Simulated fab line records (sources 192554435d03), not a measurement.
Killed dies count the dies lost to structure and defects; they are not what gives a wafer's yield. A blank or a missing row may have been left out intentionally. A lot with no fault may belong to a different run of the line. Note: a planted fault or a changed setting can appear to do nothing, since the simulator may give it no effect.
A struck lot beside a sound one	flow n5Finfet	38 steps out of a route of 1938
Sound: wafers L663.2, L663.3, L663.6. Wafers struck: L661.1, L661.3, L661.5. At the end, the cause is stated.
For every step that has rows: the tool of each side, followed by ch and its chambers, followed by its first start. Under that, the readings that differ: sound wafers	struck wafers	difference of the means	sigmas: that difference in standard deviations of wafers without a fault.
alike: words and numbers the same on both sides, and readings whose means are apart by under 2 such deviations; not compared: readings that were withheld, readings missing a value for some wafer, numbers with overlapping values and no deviation given by the record, and bounds like >300 which may hide the same value.
The two part at a step that has a row with sigmas, a row that says differs or no value, or rows on one side only. Numbers that don't overlap but have no deviation are shown without sigmas and don't part them. A reading that every wafer of one side lacks parts them only if that side has two wafers or more.

first, 8 steps without rows for these wafers: N5_BEOL_M3_ECD_50 (material Cu, target thk 300 nm); N5_BEOL_M3_ANNEAL_51 (time 90 s); N5_BEOL_M3_CMP_52 (polishes, stops on SiOC, t overpolish 6.8 s, target thk 40 nm); N5_BEOL_M3_PRE_CLEAN_60 (time 15 s); N5_BEOL_M3_CO_CAP_55 (material Co, precursor CCTBA/H2, target thk 2 nm, time 102.1 s); N5_BEOL_M3_PRE_CLEAN_56 (time 15 s); N5_BEOL_M3_DEP_57 (deposits SiCN from 3MS/NH3, target thk 8 nm, time 14 s); N5_BEOL_M4_ILD_DEP_00 (deposits SiOC from DEMS/O2, target thk 79 nm, time 15.3 s).
N5_BEOL_M4_PECVD_72: deposits SiO2 from TEOS/O2, target thk 16 nm, time 18 s.
  sound on pecvd-04 ch 0,1, day 9 11:14; struck on pecvd-04 ch 0,2, day 9 13:57
reading	sound	struck	difference	sigmas
susceptorTempC (C)	399.74 400.01 400.09	366.31 366.33 366.06	-33.71	-99 or more
model.SiO2_of_BEOL_M4_PECVD_72.thkNm (nm)	15.8 16 16.2	19.2 19.2 19.8	+3.4	
  alike: heaterPowerOuterW, heaterPowerW, showerheadPlenumPTorr, throttleValvePct
  not compared: sinceWetCleanH
then, 25 steps without rows for these wafers: N5_BEOL_M4_HM_DEP_02 (deposits TiN, target thk 20 nm); N5_BEOL_M4_COAT_61 (time 60 s, resist thk 60 nm); N5_BEOL_M4_COAT_62 (time 60 s, resist thk 12 nm); N5_BEOL_M4_COAT_73 (time 60 s, resist thk 5 nm); N5_BEOL_M4_COAT_05 (resist thk 30 nm); N5_BEOL_M4_EBR_07; N5_BEOL_M4_SOFTBAKE_06 (time 60 s); N5_BEOL_M4_EXPOSE_08 (exposes mask M4); N5_BEOL_M4_PEB_09 (peb time 60 s); N5_BEOL_M4_DEVELOP_10 (develop time 30 s); N5_BEOL_M4_DESCUM_16 (chemistry O2, time 7 s); N5_BEOL_M4_ETCH_74 (etches underlayer in N2/H2, target depth 6.5 nm, time 5.2 s); N5_BEOL_M4_ETCH_63 (etches SiARC in CF4, target depth 15.6 nm, time 26 s); N5_BEOL_M4_ETCH_64 (etches SOC in N2/H2, target depth 75 nm, overetch 22.5 nm, time 121.9 s); N5_BEOL_M4_STRIP_65 (strips in N2/H2); N5_BEOL_M4_STRIP_75 (strips in N2/H2); N5_BEOL_M4_STRIP_66 (strips in CF4); N5_BEOL_M4_HM_OPEN_17 (chemistry Cl2/BCl3, target TiN, target depth 20 nm, overetch 6 nm); N5_BEOL_M4_STRIP_19 (strips in O2); N5_BEOL_M4_COAT_67 (time 60 s, resist thk 60 nm); N5_BEOL_M4_COAT_68 (time 60 s, resist thk 12 nm); N5_BEOL_M4_COAT_76 (time 60 s, resist thk 5 nm); N5_BEOL_M4_COAT_22 (resist thk 30 nm); N5_BEOL_M4_EBR_24; N5_BEOL_M4_SOFTBAKE_23 (time 60 s).
N5_BEOL_M4_HM_STRIP_39: strips TiN in peroxide tin strip, target depth 25 nm, time 158 s.
  sound on wetBench-01 ch 0,1,2, day 10 18:58; struck on wetBench-04 ch 3,5,6, day 10 21:59
reading	sound	struck	difference	sigmas
model.SiO2_of_BEOL_M4_PECVD_72.thkNm (nm)	15.8 16 16	19 19 19.6	+3	
  alike: tempC
N5_BEOL_M4_CMP_52: polishes, stops on SiOC, t overpolish 6.8 s, target thk 40 nm.
  sound on cmp-03 ch 1,2,3, day 10 22:31; struck on cmp-03 ch 0,1,2, day 11 01:42
reading	sound	struck	difference	sigmas
barrierFieldEndpointS (s)	24.7 24.8 24.9	29.1 28.8 28.4	+4.0	+7
  alike: motorCurrentA
N5_BEOL_M4_RC_MEAS_101:
  sound on prober-02 ch 0, day 10 23:17; struck on prober-01 ch 0, day 11 02:20
  alike: DIBL_N, DIBL_P, IOFF_N, IOFF_P, ION_N, ION_P, SS_N, SS_P, VT_N, VT_P
N5_PASSIVATION_PROBE_49:
  rows exist in the record for the sound wafers here (prober-01, day 15 01:55), none for the struck ones

== WHERE THEY PART ==
Last at N5_PASSIVATION_PROBE_49 as far as this record goes, first at N5_BEOL_M4_PECVD_72.

WHY: what had been put in by the simulator
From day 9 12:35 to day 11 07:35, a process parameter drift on pecvd-04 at N5_BEOL_M4_PECVD_72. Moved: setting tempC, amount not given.
